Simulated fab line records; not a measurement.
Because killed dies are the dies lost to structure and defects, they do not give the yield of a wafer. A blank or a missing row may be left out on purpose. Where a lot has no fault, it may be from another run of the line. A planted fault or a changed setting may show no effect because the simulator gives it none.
Chamber matching :: flow nand-harc :: rie-diel-08 running NHARC_A_STAIRCASE_TRIM_12: 4 sister chambers
The step chemistry O2, time 211.2 s. 14 wafers are shown with their chamber, then 7 later ones without.

## WAFERS WITH THEIR CHAMBER
wafer: L341.1
chamber: 2
showerhead-plenum-p-Torr (Torr): 3.32
drypump-motor-current-A (A): 6.3
rf-vpp-V (V): 57.8

wafer: L341.4
chamber: 1
showerhead-plenum-p-Torr (Torr): 3.62
drypump-motor-current-A (A): 6.4
rf-vpp-V (V): 57.7

wafer: L341.6
chamber: 2
showerhead-plenum-p-Torr (Torr): 3.32
drypump-motor-current-A (A): 6.3
rf-vpp-V (V): 57.7

wafer: L343.3
chamber: 3
showerhead-plenum-p-Torr (Torr): 3.63
drypump-motor-current-A (A): 6.4
rf-vpp-V (V): 59.1

wafer: L343.4
chamber: 1
showerhead-plenum-p-Torr (Torr): 3.62
drypump-motor-current-A (A): 6.5
rf-vpp-V (V): 58.3

wafer: L343.5
chamber: 3
showerhead-plenum-p-Torr (Torr): 3.63
drypump-motor-current-A (A): 6.4
rf-vpp-V (V): 57.5

wafer: L346.1
chamber: 1
showerhead-plenum-p-Torr (Torr): 3.61
drypump-motor-current-A (A): 6.5
rf-vpp-V (V): 58.0

wafer: L346.2
chamber: 2
showerhead-plenum-p-Torr (Torr): 3.31
drypump-motor-current-A (A): 6.3
rf-vpp-V (V): 56.8

wafer: L346.4
chamber: 0
showerhead-plenum-p-Torr (Torr): 3.65
drypump-motor-current-A (A): 5.9
rf-vpp-V (V): 58.7

wafer: L347.2
chamber: 0
showerhead-plenum-p-Torr (Torr): 3.65
drypump-motor-current-A (A): 6.0
rf-vpp-V (V): 58.0

wafer: L347.3
chamber: 2
showerhead-plenum-p-Torr (Torr): 3.31
drypump-motor-current-A (A): 6.3
rf-vpp-V (V): 56.8

wafer: L347.6
chamber: 0
showerhead-plenum-p-Torr (Torr): 3.65
drypump-motor-current-A (A): 6.0
rf-vpp-V (V): 58.5

wafer: L348.1
chamber: 2
showerhead-plenum-p-Torr (Torr): 3.31
drypump-motor-current-A (A): 6.3
rf-vpp-V (V): 56.4

wafer: L348.4
chamber: 1
showerhead-plenum-p-Torr (Torr): 3.61
drypump-motor-current-A (A): 6.4
rf-vpp-V (V): 57.3

SIGNATURES (means of the wafers above)
reading: showerhead-plenum-p-Torr
chamber 0: 3.6500
chamber 1: 3.6150
chamber 2: 3.3140
chamber 3: 3.6300
scatter within a chamber: 0.00469

reading: drypump-motor-current-A
chamber 0: 5.967
chamber 1: 6.450
chamber 2: 6.300
chamber 3: 6.400
scatter within a chamber: 0.0408

reading: rf-vpp-V
chamber 0: 58.400
chamber 1: 57.825
chamber 2: 57.100
chamber 3: 58.300
scatter within a chamber: 0.601
Rule: for a wafer and a chamber, the distance is found by dividing, reading by reading, the gap between the wafer's reading and the chamber's mean by the reading's scatter, squaring, summing and taking the root. The wafer belongs to the nearest chamber; if the next one is less than 2 further off, it can't be placed. The scatter is the square root of a quotient: the sum, over the shown wafers, of each reading's squared deviation from its chamber's mean, divided by wafers minus chambers.

## WAFERS WHOSE CHAMBER IS MISSING
wafer: L348.5
showerhead-plenum-p-Torr (Torr): 3.62
drypump-motor-current-A (A): 6.3
rf-vpp-V (V): 55.3

wafer: L349.2
showerhead-plenum-p-Torr (Torr): 3.62
drypump-motor-current-A (A): 6.4
rf-vpp-V (V): 58.2

wafer: L349.4
showerhead-plenum-p-Torr (Torr): 3.64
drypump-motor-current-A (A): 6.0
rf-vpp-V (V): 56.3

wafer: L349.5
showerhead-plenum-p-Torr (Torr): 3.61
drypump-motor-current-A (A): 6.4
rf-vpp-V (V): 58.6

wafer: L352.1
showerhead-plenum-p-Torr (Torr): 3.64
drypump-motor-current-A (A): 5.9
rf-vpp-V (V): 56.2

wafer: L352.4
showerhead-plenum-p-Torr (Torr): 3.62
drypump-motor-current-A (A): 6.4
rf-vpp-V (V): 58.7

wafer: L352.6
showerhead-plenum-p-Torr (Torr): 3.31
drypump-motor-current-A (A): 6.3
rf-vpp-V (V): 57.5

## THE CHAMBER EACH PASSED THROUGH
wafer: L348.5
from the rows above: can't be placed: 1 or 3
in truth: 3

wafer: L349.2
from the rows above: can't be placed: 1 or 3
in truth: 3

wafer: L349.4
from the rows above: 0
in truth: 0

wafer: L349.5
from the rows above: 1
in truth: 1

wafer: L352.1
from the rows above: 0
in truth: 0

wafer: L352.4
from the rows above: can't be placed: 1 or 3
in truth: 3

wafer: L352.6
from the rows above: 2
in truth: 2
Placed correctly: 4 of 7. Unplaceable from these rows: 3, with the true chamber sitting among the candidates in 3. Placed wrongly: 0.
